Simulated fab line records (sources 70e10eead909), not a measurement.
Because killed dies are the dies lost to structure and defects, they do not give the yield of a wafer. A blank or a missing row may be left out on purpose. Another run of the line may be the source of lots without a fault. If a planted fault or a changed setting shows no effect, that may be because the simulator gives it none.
Matching of chambers	flow nand-harc	NHARC_P_BONDPAD_DESCUM_11 on rie-diel-10: 4 sister chambers
The step chemistry O2, time 3 s. 16 wafers are shown with their chamber, then 8 later ones without.

## WAFERS WITH THEIR CHAMBER
wafer	chamber	showerhead-plenum-p-Torr (Torr)	drypump-motor-current-A (A)	o2-flow-sccm (sccm)
L074.1	0	2.03	6.2	201.8
L074.3	0	2.03	6.2	200.9
L074.4	2	1.82	5.6	200.1
L075.3	1	1.98	5.4	200.4
L075.4	0	2.03	6.2	200.9
L075.6	0	2.03	6.2	200.6
L083.2	0	2.02	6.2	200.7
L083.4	2	1.82	5.6	200.2
L083.5	2	1.82	5.6	199.7
L082.1	3	1.96	5.9	200.2
L082.4	2	1.82	5.6	199.3
L082.5	1	1.98	5.5	200.2
L089.2	1	1.98	5.4	200.3
L089.5	2	1.81	5.6	200.4
L089.6	1	1.98	5.4	200.5
L088.1	2	1.81	5.6	198.6

SIGNATURES (averages over the wafers above)
reading	chamber 0	chamber 1	chamber 2	chamber 3	scatter within a chamber
showerhead-plenum-p-Torr	2.0280	1.9800	1.8167	1.9600	0.00422
drypump-motor-current-A	6.200	5.425	5.600	5.900	0.025
o2-flow-sccm	200.980	200.350	199.717	200.200	0.519
Rule: a wafer's distance from a chamber is the root of the sum, over the readings, of the square of ((its reading less the chamber's mean) divided by the reading's scatter). The wafer belongs to the nearest chamber; if the next one is less than 2 further off, it can't be placed. The scatter: take each reading less its chamber's mean, square it, sum over the shown wafers, divide by the number of wafers less the number of chambers, and take the root.

## WAFERS WITHOUT THEIR CHAMBER
wafer	showerhead-plenum-p-Torr (Torr)	drypump-motor-current-A (A)	o2-flow-sccm (sccm)
L088.3	2.02	6.3	200.1
L088.5	1.81	5.6	198.7
L093.1	2.02	6.2	200.4
L093.2	1.98	5.4	199.7
L093.3	1.81	5.6	200.1
L096.2	2.02	6.2	200.6
L096.4	1.81	5.6	200.4
L096.5	1.81	5.6	200.8

## EACH ONE'S CHAMBER
wafer	from the rows above	in truth
L088.3	0	0
L088.5	2	2
L093.1	0	0
L093.2	1	1
L093.3	2	2
L096.2	0	0
L096.4	2	2
L096.5	2	2
8 of 8 placed correctly. Number that these rows cannot place: 0. 0 placed wrongly.
